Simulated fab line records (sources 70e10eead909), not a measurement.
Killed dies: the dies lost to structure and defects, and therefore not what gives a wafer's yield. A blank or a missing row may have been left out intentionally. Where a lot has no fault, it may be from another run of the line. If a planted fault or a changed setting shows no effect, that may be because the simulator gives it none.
A lot that was struck, set against a sound lot -- flow nand-harc -- 13 steps out of a route of 1159
Sound: the wafers L305.3, L305.4, L305.6. Wafers L304.1, L304.3, L304.5 were the ones struck. The cause is given at the end.
Order at every step that has rows: each side's tool, ch and its chambers, its first start. Under that, the readings that differ: sound wafers -- struck wafers -- difference of the means -- sigmas: that difference in standard deviations of wafers without a fault.
alike: same words and numbers on both sides, and readings whose means sit less than 2 such deviations apart. not compared: any withheld reading, any reading some wafer has no value for, any bound like >300 that may hide the same value, and any number with overlapping values for which the record gives no deviation.
The two part at a step that has a row with sigmas, a row that says differs or no value, or rows on one side only. Numbers that have no deviation but don't overlap get no sigmas and don't part them. Lack of a reading on every wafer of one side parts them only where that side has two or more wafers.

first, 1 step without rows for these wafers: NHARC_P_M0_SRD_25.
NHARC_P_M0_INSPECT_27:
  sound on defect-inspect-01 at day 10 17:31; struck on defect-inspect-02 at day 10 11:18
  alike: raw-defect-count
NHARC_P_M0_PRE_CLEAN_31: time 12 s.
  sound on pecvd-02 ch 0,1,2, day 10 17:37; struck on pecvd-01 ch 0,1,2, day 10 11:23
  alike: heater-power-w
NHARC_P_M0_DEP_32: deposits SiCN, target thk 30 nm.
  sound on pecvd-02 ch 0,1,2, day 10 17:45; struck on pecvd-01 ch 0,1,2, day 10 11:29
  alike: chamber-pressure-Torr, heater-power-w
then, 7 steps without rows for these wafers: NHARC_P_M1_DEP_00 (deposits SiOC, target thk 182.5 nm); NHARC_P_M1_DEHYDRATE_01 (time 120 s); NHARC_P_M1_HMDS_02 (time 30 s); NHARC_P_M1_COAT_34 (time 65 s); NHARC_P_M1_COAT_03 (resist thk 90 nm); NHARC_P_M1_SOFTBAKE_04 (time 55 s); NHARC_P_M1_EBR_05.
NHARC_P_M1_EXPOSE_06: exposes mask P M1, target cd 130 nm.
  struck on arfi-scanner-02, day 10 12:34; sound on arfi-scanner-01 ch 0, day 10 18:46
  no value came back on the struck wafers for exposure-dose-mJ-cm2, focus-offset-nm (nm), reticle-temp-C (C); on the sound wafers exposure-dose-mJ-cm2 reads 81.8 81.9 81.8
  alike: mask
then, 1 step without rows for these wafers: NHARC_P_M1_PEB_07 (peb time 65 s).

== WHERE THEY PART ==
Only at NHARC_P_M1_EXPOSE_06, within this record.

WHY: what the simulator had put in
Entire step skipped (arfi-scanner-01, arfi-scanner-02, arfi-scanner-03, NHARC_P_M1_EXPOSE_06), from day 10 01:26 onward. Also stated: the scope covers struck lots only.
